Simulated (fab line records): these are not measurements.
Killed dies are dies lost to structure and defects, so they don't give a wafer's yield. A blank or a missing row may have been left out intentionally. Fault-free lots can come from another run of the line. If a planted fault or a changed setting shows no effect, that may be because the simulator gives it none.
Which tool was responsible? | flow n5-finfet | Sampling: 9 lots, 27 wafers, 4 of 1938 route steps

== WHAT THE GAUGES READ, wafer by wafer ==
N5_BEOL_M2_CD_MEAS_35: target cd 18 nm, target cd y 22.2 nm.
lot  | measured     | on        | cd-nm (nm)
L543 | day 8 11:19  | cd-sem-02 | 17.3 18.0 18.0
L553 | day 10 19:35 | cd-sem-01 | 17.8 17.0 18.2
L556 | day 11 05:32 | cd-sem-03 | 17.6 17.1 17.0
L555 | day 11 21:55 | cd-sem-01 | 18.2 18.4 17.5
L557 | day 11 06:00 | cd-sem-03 | 17.7 17.6 17.0
L558 | day 12 12:43 | cd-sem-02 | 17.6 17.4 17.4
L559 | day 12 12:40 | cd-sem-02 | 18.4 18.1 17.4
L560 | day 13 00:15 | cd-sem-02 | 18.5 18.3 17.1
L563 | day 14 02:33 | cd-sem-02 | 17.4 17.4 17.4

== WHAT TOOL EACH LOT RAN ON (gives the tool, then ch and the chambers of the sampled wafers, and finally the start) ==
lot  | N5_BEOL_M2_ETCH_69                 | N5_BEOL_M2_ETCH_41                            | N5_BEOL_M2_STRIP_97
L543 | rie-diel-05 ch 0,2, day 6 13:44    | rie-diel-01 ch 0,1,3, day 8 10:48 or earlier  | rie-diel-01 ch 0,1,3, day 8 10:48
L553 | rie-diel-01 ch 0,2,3, day 9 16:14  | rie-diel-01 ch 1,2,3, day 10 19:21 or earlier | rie-diel-01 ch 1,2,3, day 10 19:21
L556 | rie-diel-05 ch 1,2,3, day 9 23:28  | rie-diel-04 ch 0,1,3, day 11 05:13 or earlier | rie-diel-04 ch 0,1,3, day 11 05:13
L555 | rie-diel-04 ch 0,3, day 10 05:22   | rie-diel-04 ch 1,2, day 11 21:37 or earlier   | rie-diel-04 ch 1,2, day 11 21:37
L557 | rie-diel-01 ch 0,1, day 10 08:41   | rie-diel-01 ch 0,1, day 11 05:46 or earlier   | rie-diel-01 ch 0,1, day 11 05:46
L558 | rie-diel-04 ch 0,1,3, day 10 21:50 | rie-diel-05 ch 0,1,2, day 12 12:28 or earlier | rie-diel-05 ch 0,1,2, day 12 12:28
L559 | rie-diel-05 ch 1,2,3, day 11 01:10 | rie-diel-04 ch 0,1,2, day 12 12:26 or earlier | rie-diel-04 ch 0,1,2, day 12 12:26
L560 | rie-diel-01 ch 1,3, day 11 14:09   | rie-diel-05 ch 0,1,2, day 13 00:01 or earlier | rie-diel-05 ch 0,1,2, day 13 00:01
L563 | rie-diel-05 ch 1,2,3, day 12 09:43 | rie-diel-05 ch 0,1, day 14 02:19 or earlier   | rie-diel-05 ch 0,1, day 14 02:19
- N5_BEOL_M2_ETCH_69: etches SiARC in CF4, target depth 15.6 nm, time 26 s.
- N5_BEOL_M2_ETCH_41: etches SiCN in CH3F/O2, target depth 29.9 nm, time 52.5 s.
- N5_BEOL_M2_STRIP_97: strips in N2/H2, time 10 s.

== THE ANSWER, worked out from the rows above alone ==
Rule: what is usual is taken from the lots themselves. The widest of any qualifying gaps counts: lots, ordered by their means at a reading, are off when they make up no more than a third of the lots, leave a main group of 4 or more, and stand apart from it by 3 or more times the standard deviation of that group's means. A main group whose means are all the same, to the digits that the tables above print for the reading, isn't used. Also off: a lot with no number at a reading for which 4 or more lots have one. Where the step has rows for the other lots, those lots are counted as sound.
None of the lots is off at any reading shown; this tells nothing.

== WHAT THE SIMULATOR HAD PUT IN ==
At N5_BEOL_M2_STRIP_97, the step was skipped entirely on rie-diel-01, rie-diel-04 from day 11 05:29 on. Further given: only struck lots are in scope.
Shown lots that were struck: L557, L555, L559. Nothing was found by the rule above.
